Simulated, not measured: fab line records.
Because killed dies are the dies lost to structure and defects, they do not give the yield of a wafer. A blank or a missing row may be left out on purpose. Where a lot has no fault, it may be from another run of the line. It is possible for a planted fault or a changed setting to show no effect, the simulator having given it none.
Matching of chambers / flow n5-finfet / N5_BEOL_M0_CUTY_ETCH_63 on rie-diel-01: 4 sister chambers
The step etches SOC in N2/H2, target depth 82.7 nm, overetch 16.5 nm, time 124 s. 4 wafers are shown with their chamber, then 11 later ones without.

WAFERS WITH THEIR CHAMBER
wafer=L086.3; chamber=0; throttle-valve-pct (%)=17.84
wafer=L089.2; chamber=3; throttle-valve-pct (%)=17.46
wafer=L089.4; chamber=1; throttle-valve-pct (%)=18.05
wafer=L090.2; chamber=2; throttle-valve-pct (%)=17.55

WAFERS WITHOUT THEIR CHAMBER
wafer=L090.4; throttle-valve-pct (%)=18.06
wafer=L090.5; throttle-valve-pct (%)=17.86
wafer=L094.2; throttle-valve-pct (%)=18.10
wafer=L094.3; throttle-valve-pct (%)=17.56
wafer=L094.4; throttle-valve-pct (%)=17.89
wafer=L096.2; throttle-valve-pct (%)=18.08
wafer=L096.3; throttle-valve-pct (%)=17.49
wafer=L096.4; throttle-valve-pct (%)=18.08
wafer=L097.1; throttle-valve-pct (%)=17.53
wafer=L097.2; throttle-valve-pct (%)=18.09
wafer=L097.4; throttle-valve-pct (%)=18.10

WHICH CHAMBER EACH WENT THROUGH
wafer=L090.4; from the rows above=1; in truth=1
wafer=L090.5; from the rows above=0; in truth=0
wafer=L094.2; from the rows above=1; in truth=1
wafer=L094.3; from the rows above=2; in truth=2
wafer=L094.4; from the rows above=0; in truth=0
wafer=L096.2; from the rows above=1; in truth=1
wafer=L096.3; from the rows above=can't be placed: 3 or 2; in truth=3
wafer=L096.4; from the rows above=1; in truth=1
wafer=L097.1; from the rows above=can't be placed: 2 or 3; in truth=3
wafer=L097.2; from the rows above=1; in truth=1
wafer=L097.4; from the rows above=1; in truth=1
9 of 11 placed correctly. Cannot be placed on the basis of these rows: 2; the candidates contain the true chamber in 2. 0 placed wrongly.
How it was worked out, from the rows above alone: a wafer's distance from a chamber is the root of the sum, over the readings, of the square of ((its reading less the chamber's mean) divided by the reading's scatter). The wafer belongs to the nearest chamber; if the next one is less than 2 further off, it can't be placed. A chamber's mean is the mean of its shown wafers. The scatter: with one shown wafer a chamber, the root of the mean of the squares of how far each hidden wafer lies from its nearest shown one.
